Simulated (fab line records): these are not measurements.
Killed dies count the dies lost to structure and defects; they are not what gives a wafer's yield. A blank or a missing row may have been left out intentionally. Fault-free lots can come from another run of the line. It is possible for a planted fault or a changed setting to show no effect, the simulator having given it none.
Which tool did it? :: flow n5_finfet :: route of 1938 steps, sampled at 1 step: 11 lots, 31 wafers

== WHAT THE GAUGES SHOWED, per wafer ==
N5_MIM_TOP_LITHO_INSPECT_12: inspects for defects (macro).
lot: L200
measured: day 11 11:26
on: defect_inspect-01
raw_defect_count: 4 2 3

lot: L201
measured: day 12 08:02
on: defect_inspect-01
raw_defect_count: 2 2 2

lot: L204
measured: day 12 22:13
on: defect_inspect-01
raw_defect_count: 3 1 4

lot: L205
measured: day 13 02:35
on: defect_inspect-01
raw_defect_count: 3 1 2

lot: L213
measured: day 14 21:22
on: defect_inspect-01
raw_defect_count: 2 3 0

lot: L214
measured: day 14 22:46
on: defect_inspect-01
raw_defect_count: 1 3 2

lot: L216
measured: day 15 21:16
on: defect_inspect-01
raw_defect_count: 1 5

lot: L217
measured: day 16 07:21
on: defect_inspect-01
raw_defect_count: 0 5

lot: L219
measured: day 16 13:58
on: defect_inspect-01
raw_defect_count: 5 2 2

lot: L220
measured: day 16 17:07
on: defect_inspect-01
raw_defect_count: 1 4 1

lot: L222
measured: day 17 14:33
on: defect_inspect-02
raw_defect_count: 1 2 1

== WHICH TOOL RAN EACH LOT (tool, then ch and the chambers of the sampled wafers, then the start) ==
The record shows no process step preceding these readings.

== THE ANSWER, worked out from the rows above alone ==
Rule: what is usual is taken from the lots themselves. The widest of any qualifying gaps counts: lots, ordered by their means at a reading, are off when they make up no more than a third of the lots, leave a main group of 4 or more, and stand apart from it by 3 or more times the standard deviation of that group's means. The tables above print the reading to a certain number of digits; a main group whose means all agree to those digits is not used. Also off: a lot with no number at a reading for which 4 or more lots have one. All remaining lots with rows at the step are treated as sound.
No lot is off at any reading shown: from this, nothing can be told.

== WHAT THE SIMULATOR HAD INSERTED ==
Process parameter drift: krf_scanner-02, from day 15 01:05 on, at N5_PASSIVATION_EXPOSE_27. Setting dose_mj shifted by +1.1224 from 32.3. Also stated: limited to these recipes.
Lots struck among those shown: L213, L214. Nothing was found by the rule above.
